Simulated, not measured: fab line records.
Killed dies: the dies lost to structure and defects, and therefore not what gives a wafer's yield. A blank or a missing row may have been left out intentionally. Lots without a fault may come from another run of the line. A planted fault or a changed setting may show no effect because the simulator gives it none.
Which tool was responsible? :: flow n5-finfet :: 30 wafers from 10 lots sampled at 5 of the route's 1938 steps

## WHAT THE GAUGES SHOWED, per wafer
N5_BEOL_M3_RS_MEAS_58: measurement is done with a four-point probe.
lot: L421
measured: day 7 10:59
on: film-metro-02
M3_RS (ohm/sq): 0.70 0.66 0.73

lot: L423
measured: day 8 21:23
on: film-metro-02
M3_RS (ohm/sq): 0.69 0.66 0.69

lot: L426
measured: day 8 22:58
on: film-metro-02
M3_RS (ohm/sq): 0.66 0.66 0.63

lot: L428
measured: day 9 06:41
on: film-metro-01
M3_RS (ohm/sq): 0.67 0.63 0.63

lot: L427
measured: day 9 15:26
on: film-metro-01
M3_RS (ohm/sq): 0.74 0.69 0.65

lot: L430
measured: day 10 11:38
on: film-metro-02
M3_RS (ohm/sq): 0.74 0.70 0.70

lot: L431
measured: day 10 14:50
on: film-metro-01
M3_RS (ohm/sq): 0.67 0.65 0.60

lot: L441
measured: day 12 19:41
on: film-metro-02
M3_RS (ohm/sq): 0.70 0.71 0.68

lot: L443
measured: day 13 15:25
on: film-metro-01
M3_RS (ohm/sq): 0.66 0.69 0.65

lot: L442
measured: day 13 17:10
on: film-metro-01
M3_RS (ohm/sq): 0.70 0.68 0.64

## WHAT TOOL EACH LOT RAN ON (gives the tool, then ch and the chambers of the sampled wafers, and finally the start)
lot: L421
N5_BEOL_M3_SPUTTER_96: pvd-sputter-02, day 7 09:55
N5_BEOL_M3_ECD_50: ecd-cu-01 ch 0,1, day 7 10:03
N5_BEOL_M3_CMP_52: cmp-04 ch 0,2,3, day 7 10:30
N5_BEOL_M3_CO_CAP_55: cvd-co-02 ch 0,1,2, day 7 10:48

lot: L423
N5_BEOL_M3_SPUTTER_96: pvd-sputter-02, day 8 20:16
N5_BEOL_M3_ECD_50: ecd-cu-02 ch 0,1, day 8 20:24
N5_BEOL_M3_CMP_52: cmp-01 ch 0,1, day 8 20:52
N5_BEOL_M3_CO_CAP_55: cvd-co-01 ch 0,1, day 8 21:12

lot: L426
N5_BEOL_M3_SPUTTER_96: pvd-sputter-01, day 8 21:55
N5_BEOL_M3_ECD_50: ecd-cu-02 ch 0,1, day 8 22:02
N5_BEOL_M3_CMP_52: cmp-03 ch 0,1,3, day 8 22:29
N5_BEOL_M3_CO_CAP_55: cvd-co-02 ch 0,1,2, day 8 22:47

lot: L428
N5_BEOL_M3_SPUTTER_96: pvd-sputter-02, day 9 05:37
N5_BEOL_M3_ECD_50: ecd-cu-01 ch 0, day 9 05:44
N5_BEOL_M3_CMP_52: cmp-01 ch 1,2,3, day 9 06:11
N5_BEOL_M3_CO_CAP_55: cvd-co-01 ch 0,2, day 9 06:29

lot: L427
N5_BEOL_M3_SPUTTER_96: pvd-sputter-03, day 9 14:14
N5_BEOL_M3_ECD_50: ecd-cu-02 ch 0,1, day 9 14:21
N5_BEOL_M3_CMP_52: cmp-04 ch 0,1,2, day 9 14:55
N5_BEOL_M3_CO_CAP_55: cvd-co-01 ch 0,1,2, day 9 15:13

lot: L430
N5_BEOL_M3_SPUTTER_96: pvd-sputter-02, day 10 10:14
N5_BEOL_M3_ECD_50: ecd-cu-02 ch 0,1, day 10 10:21
N5_BEOL_M3_CMP_52: cmp-03 ch 0,1,3, day 10 11:00
N5_BEOL_M3_CO_CAP_55: cvd-co-01 ch 0,2, day 10 11:27

lot: L431
N5_BEOL_M3_SPUTTER_96: pvd-sputter-02, day 10 13:28
N5_BEOL_M3_ECD_50: ecd-cu-01 ch 0, day 10 13:35
N5_BEOL_M3_CMP_52: cmp-03 ch 0,1,3, day 10 14:16
N5_BEOL_M3_CO_CAP_55: cvd-co-01 ch 0,1,2, day 10 14:38

lot: L441
N5_BEOL_M3_SPUTTER_96: pvd-sputter-03, day 12 18:38
N5_BEOL_M3_ECD_50: ecd-cu-01 ch 0,1, day 12 18:46
N5_BEOL_M3_CMP_52: cmp-04 ch 0,1,3, day 12 19:08
N5_BEOL_M3_CO_CAP_55: cvd-co-02 ch 0,1, day 12 19:31

lot: L443
N5_BEOL_M3_SPUTTER_96: pvd-sputter-01, day 13 14:07
N5_BEOL_M3_ECD_50: ecd-cu-02 ch 0,1, day 13 14:14
N5_BEOL_M3_CMP_52: cmp-04 ch 0,2,3, day 13 14:55
N5_BEOL_M3_CO_CAP_55: cvd-co-01 ch 0,2, day 13 15:13

lot: L442
N5_BEOL_M3_SPUTTER_96: pvd-sputter-01, day 13 15:59
N5_BEOL_M3_ECD_50: ecd-cu-01 ch 1, day 13 16:07
N5_BEOL_M3_CMP_52: cmp-04 ch 1,2, day 13 16:29
N5_BEOL_M3_CO_CAP_55: cvd-co-01 ch 0,1, day 13 16:52
- N5_BEOL_M3_SPUTTER_96: material Cu, target thk 4.5 nm, time 8.29 s.
- N5_BEOL_M3_ECD_50: material Cu, target thk 300 nm.
- N5_BEOL_M3_CMP_52: polishes, stops on SiOC, t overpolish 6.8 s, target thk 40 nm.
- N5_BEOL_M3_CO_CAP_55: material Co, precursor CCTBA/H2, target thk 2 nm, time 102.1 s.

## THE ANSWER, worked out from the rows above alone
Rule: the lots themselves supply what counts as usual. The widest of any qualifying gaps counts: lots, ordered by their means at a reading, are off when they make up no more than a third of the lots, leave a main group of 4 or more, and stand apart from it by 3 or more times the standard deviation of that group's means. If all means in a main group match to the digits the tables above print for the reading, that group is not used. A lot without any number at a reading at which 4 lots or more have one is off too. All remaining lots with rows at the step are treated as sound.
No lot is off at any reading shown: from this, nothing can be told.

## WHAT THE SIMULATOR HAD PUT IN
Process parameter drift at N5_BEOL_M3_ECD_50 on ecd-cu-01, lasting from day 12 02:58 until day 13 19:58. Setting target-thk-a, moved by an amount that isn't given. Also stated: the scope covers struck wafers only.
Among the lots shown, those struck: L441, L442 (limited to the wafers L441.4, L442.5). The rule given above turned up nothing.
